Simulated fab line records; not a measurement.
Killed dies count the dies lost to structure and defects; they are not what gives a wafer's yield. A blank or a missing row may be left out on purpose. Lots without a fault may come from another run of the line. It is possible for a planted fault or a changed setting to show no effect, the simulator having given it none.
Split-lot trial + flow n5_finfet + 21 wafers read across 7 lots, on a route 1938 steps long

SPLIT DETAILS
At N5_HKMG_FIN_ETCH_55 (etches SOC in N2/H2, target depth 240 nm, time 300 s), the setting time_s was moved away from the recipe's 300 s on 8 of the 21 wafers read, by -17.0% to +16.1%. The other wafers ran this setting at the recipe's value.

Reading taken at the split's own step.

THE READING
SiARC_of_HKMG_FIN_COAT_42.thk_nm (the simulator's own value, which no gauge read), in nm, at N5_HKMG_FIN_ETCH_55 (etches SOC in N2/H2, target depth 240 nm, time 300 s). There is no usual value for it anywhere in the file. Average 21.1 nm, standard deviation 0.44 nm, over the 13 wafers here run with the recipe.

| wafer  | tool, chamber at the split | time_s as run, s | against the recipe | SiARC_of_HKMG_FIN_COAT_42.thk_nm, nm | against lot-mates on the recipe |
|--------|----------------------------|------------------|--------------------|--------------------------------------|---------------------------------|
| L079.3 | rie_diel-01, 0             | 348.2            | +16.1%             | 18.8                                 | -1.9                            |
| L079.4 | rie_diel-01, 1             | 300              | recipe             | 20.4                                 | -                               |
| L079.5 | rie_diel-01, 2             | 300              | recipe             | 21                                   | -                               |
| L087.2 | rie_diel-02, 1             | 276.5            | -7.8%              | 22.2                                 | no lot-mate on the recipe       |
| L087.4 | rie_diel-02, 0             | 276.5            | -7.8%              | 22.2                                 | no lot-mate on the recipe       |
| L087.5 | rie_diel-02, 3             | 276.5            | -7.8%              | 22.2                                 | no lot-mate on the recipe       |
| L089.2 | rie_diel-05, 1             | 273.6            | -8.8%              | 22.6                                 | +1.2                            |
| L089.5 | rie_diel-05, 1             | 300              | recipe             | 21                                   | -                               |
| L089.6 | rie_diel-05, 2             | 300              | recipe             | 21.8                                 | -                               |
| L091.1 | rie_diel-05, 0             | 249.1            | -17.0%             | 23.2                                 | +2.6                            |
| L091.4 | rie_diel-05, 3             | 300              | recipe             | 20.6                                 | -                               |
| L091.6 | rie_diel-05, 0             | 300              | recipe             | 20.6                                 | -                               |
| L093.2 | rie_diel-02, 0             | 300              | recipe             | 21                                   | -                               |
| L093.5 | rie_diel-02, 2             | 300              | recipe             | 20.8                                 | -                               |
| L093.6 | rie_diel-02, 3             | 300              | recipe             | 21.4                                 | -                               |
| L094.3 | rie_diel-05, 2             | 300              | recipe             | 22                                   | -                               |
| L094.4 | rie_diel-05, 1             | 300              | recipe             | 21.2                                 | -                               |
| L094.5 | rie_diel-05, 3             | 300              | recipe             | 21                                   | -                               |
| L097.1 | rie_diel-05, 1             | 300              | recipe             | 21.2                                 | -                               |
| L097.3 | rie_diel-05, 2             | 347.2            | +15.7%             | 19.8                                 | -1.4                            |
| L097.5 | rie_diel-05, 3             | 347.2            | +15.7%             | 18.8                                 | -2.4                            |

THE FIT
A straight line over all 21 wafers: SiARC_of_HKMG_FIN_COAT_42.thk_nm changes by -0.129 nm for each +1% of time_s; r = -0.93; the points scatter about the line by 0.42 nm.
The same after taking each lot's own level away (the mean of its wafers on the recipe; 18 wafers): -0.131 nm for each +1%; r = -0.95; scatter 0.35 nm.
According to that fit, moving time_s by its largest amount changes the reading by 2.2 nm.
The lots' own levels span 20.60 to 21.40 nm, that is 1.8 times the standard deviation above.
The two slopes agree, so the slope changes little with the lot-to-lot level.
Check: with one of the wafers moved furthest among these (-17.0%) left out of the fit, the line predicts +2.08 nm for it against its lot-mates. It came out at +2.6 nm against them.

FURTHER SPLITS ON THESE WAFERS
Other splits were also applied to these wafers ahead of the reading. Each is held against what the fit with the lots' levels taken away leaves over:
| other split on the same wafers | wafers away from the commonest value | r with SiARC_of_HKMG_FIN_COAT_42.thk_nm (lot level and that fit taken away) |
|--------------------------------|--------------------------------------|-----------------------------------------------------------------------------|
| N5_SD_EPI_N_PRECLEAN_49 time_s | 6                                    | -0.09                                                                       |
| N5_ILD0_ALD_15 ald_cycles      | 6                                    | +0.20                                                                       |
| N5_SDB_HM_DEP_00 time_s        | 5                                    | -0.24                                                                       |

THE WHOLE CHAIN: every reading that the file lists as answering this split, in the file's order
| step                | what it does                                         | reading                                                                           | change (the file's fit)               | r (the file's) |
|---------------------|------------------------------------------------------|-----------------------------------------------------------------------------------|---------------------------------------|----------------|
| N5_HKMG_FIN_ETCH_55 | etches SOC in N2/H2, target depth 240 nm, time 300 s | etch.depth_nm (the simulator's own value, which no gauge read)                    | +2.47 nm for each +1% of the setting  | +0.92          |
| N5_HKMG_FIN_ETCH_55 | etches SOC in N2/H2, target depth 240 nm, time 300 s | HKMG_FIN.feature_depth_nm (the simulator's own value, which no gauge read)        | +2.46 nm for each +1% of the setting  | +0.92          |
| N5_HKMG_FIN_ETCH_55 | etches SOC in N2/H2, target depth 240 nm, time 300 s | SiARC_of_HKMG_FIN_COAT_42.thk_nm (the simulator's own value, which no gauge read) | -0.132 nm for each +1% of the setting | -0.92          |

FILE'S OWN FIT
SiARC_of_HKMG_FIN_COAT_42.thk_nm changes by -0.132 nm for each +1% of time_s, r = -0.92.
